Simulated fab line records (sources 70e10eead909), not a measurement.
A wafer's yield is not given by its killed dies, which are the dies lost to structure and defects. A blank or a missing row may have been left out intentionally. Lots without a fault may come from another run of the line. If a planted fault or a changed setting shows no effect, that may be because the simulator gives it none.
Struck lot and sound lot, side by side :: flow nand-harc :: 14 steps out of a route of 1302
Sound: these wafers, L459.2, L459.3, L459.4. The struck wafers were L469.1, L469.2, L469.5. At the end, the cause is stated.
Each step with rows lists, per side, the tool, then ch with its chambers, then its first start. Under that, the readings that differ: sound wafers :: struck wafers :: difference of the means :: sigmas: that difference in standard deviations of wafers without a fault.
alike: a reading whose means differ by less than 2 such deviations, as well as words and numbers matching on both sides. not compared: withheld readings; readings where some wafer has no value; bounds like >300 that might hide an equal value; numbers whose values overlap and for which the record gives no deviation.
The two part at a step that has a row with sigmas, a row that says differs or no value, or rows on one side only. Non-overlapping numbers with no deviation appear without sigmas and do not part them. A reading missing from all wafers of one side parts the sides only when that side holds two or more wafers.

first, 8 steps without rows for these wafers: NHARC_THIN_TSV_DEHYDRATE_25 (time 120 s); NHARC_THIN_TSV_HMDS_26 (time 30 s); NHARC_THIN_TSV_COAT_27; NHARC_THIN_TSV_SOFTBAKE_28 (time 95 s); NHARC_THIN_TSV_EBR_29; NHARC_THIN_TSV_EXPOSE_30 (exposes mask PAD); NHARC_THIN_TSV_PEB_31 (peb time 85 s); NHARC_THIN_TSV_DEVELOP_32 (time 70 s).
NHARC_THIN_TSV_CD_MEAS_33: target cd 5000 nm.
  sound on cd-sem-02 ch 0, day 25 06:03; struck on cd-sem-01 ch 0, day 29 13:26
  alike: cd-nm
then, 1 step without rows for these wafers: NHARC_THIN_TSV_HARDBAKE_34 (time 80 s).
NHARC_THIN_TSV_DESCUM_35: chemistry O2, time 3 s.
  sound on rie-diel-12 ch 0,2,3, day 25 06:13; struck on rie-diel-13 ch 0,2,3, day 29 13:37
  alike: drypump-motor-current-A, o2-flow-sccm, oes-product-au, rf-vpp-V, showerhead-plenum-p-Torr, throttle-valve-pct
  not compared: rf-hours-counter-h
NHARC_THIN_TSV_ETCH_59: etches the open film in Cl2/BCl3, target depth 880 nm, time 138.1 s.
  sound on rie-metal-02 ch 0,1, day 25 06:23; struck on rie-metal-01 ch 0,1, day 29 13:44
  alike: bias-w, drypump-motor-current-A, oes-product-au, run-length-s, throttle-valve-pct
  not compared: rf-hours-counter-h
NHARC_THIN_TSV_ETCH_36: etches the open film in Cl2/BCl3, target depth 65 nm, time 18.571 s.
  sound on rie-metal-02 ch 0,1, day 25 06:37; struck on rie-metal-01 ch 0,1, day 29 13:59
reading: run-length-s (s)
sound: 40.4 39.7 40.0
struck: 35.1 34.6 35.2
difference: -5.1
sigmas: -13
  alike: drypump-motor-current-A, oes-product-au
  not compared: rf-hours-counter-h
NHARC_THIN_TSV_STRIP_56: strips in O2.
  sound on plasma-asher-01 ch 0,1, day 25 06:45; struck on plasma-asher-02 ch 0,1, day 29 14:05
reading: rf-refl-power-W (W)
sound: - - -
struck: 22 37 22
difference: no value on the sound wafers
sigmas: 
  alike: drypump-motor-current-A, heater-power-w
  not compared: rf-hours-counter-h

## WHERE THEY PART
Earliest at NHARC_THIN_TSV_ETCH_36; latest, in this record, at NHARC_THIN_TSV_STRIP_56.

WHY: the cause the simulator had injected
Drift in process parameters on rie-metal-01 at NHARC_THIN_TSV_ETCH_36, starting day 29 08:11. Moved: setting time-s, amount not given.
